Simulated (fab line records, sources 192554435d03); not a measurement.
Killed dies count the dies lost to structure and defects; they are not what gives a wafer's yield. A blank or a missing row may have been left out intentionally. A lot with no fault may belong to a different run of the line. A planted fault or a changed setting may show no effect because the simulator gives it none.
Matching of chambers + flow n5 finfet + rie si-03 running N5_FIN_CUT_CUT_ETCH_28: 4 sister chambers
The step etches Si in HBr/Cl2/O2, target depth 6 nm, time 2.4 s. 4 wafers are shown with their chamber, then 12 later ones without.

WAFERS WITH THEIR CHAMBER
| wafer  | chamber | drypump motor current A (A) |
|--------|---------|-----------------------------|
| L084.6 | 1       | 5.48                        |
| L089.1 | 2       | 5.24                        |
| L091.5 | 3       | 4.97                        |
| L091.6 | 0       | 5.46                        |

WAFERS WHOSE CHAMBER IS MISSING
| wafer  | drypump motor current A (A) |
|--------|-----------------------------|
| L092.1 | 5.41                        |
| L092.3 | 5.24                        |
| L092.4 | 5.47                        |
| L093.1 | 5.41                        |
| L093.2 | 5.43                        |
| L093.5 | 5.41                        |
| L094.1 | 5.46                        |
| L094.3 | 5.26                        |
| L094.5 | 4.96                        |
| L095.4 | 5.26                        |
| L095.5 | 5.25                        |
| L095.6 | 5.44                        |

WHICH CHAMBER EACH WENT THROUGH
| wafer  | from the rows above     | in truth |
|--------|-------------------------|----------|
| L092.1 | can't be placed: 0 or 1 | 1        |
| L092.3 | 2                       | 2        |
| L092.4 | can't be placed: 0 or 1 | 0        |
| L093.1 | can't be placed: 0 or 1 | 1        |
| L093.2 | can't be placed: 0 or 1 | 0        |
| L093.5 | can't be placed: 0 or 1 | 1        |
| L094.1 | can't be placed: 0 or 1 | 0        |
| L094.3 | 2                       | 2        |
| L094.5 | 3                       | 3        |
| L095.4 | 2                       | 2        |
| L095.5 | 2                       | 2        |
| L095.6 | can't be placed: 0 or 1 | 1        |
Placed correctly: 5 of 12. Can't be placed from these rows: 7 (the true chamber is among the candidates in 7). Number placed wrongly: 0.
How it was worked out, from the rows above alone: a wafer's distance from a chamber is the root of the sum, over the readings, of the square of ((its reading less the chamber's mean) divided by the reading's scatter). The wafer belongs to the nearest chamber; if the next one is less than 2 further off, it can't be placed. For every chamber, the mean is computed from those of its wafers that are shown. The scatter (one wafer shown for each chamber): square how far every hidden wafer sits from the nearest shown wafer, average those squares and take the square root.
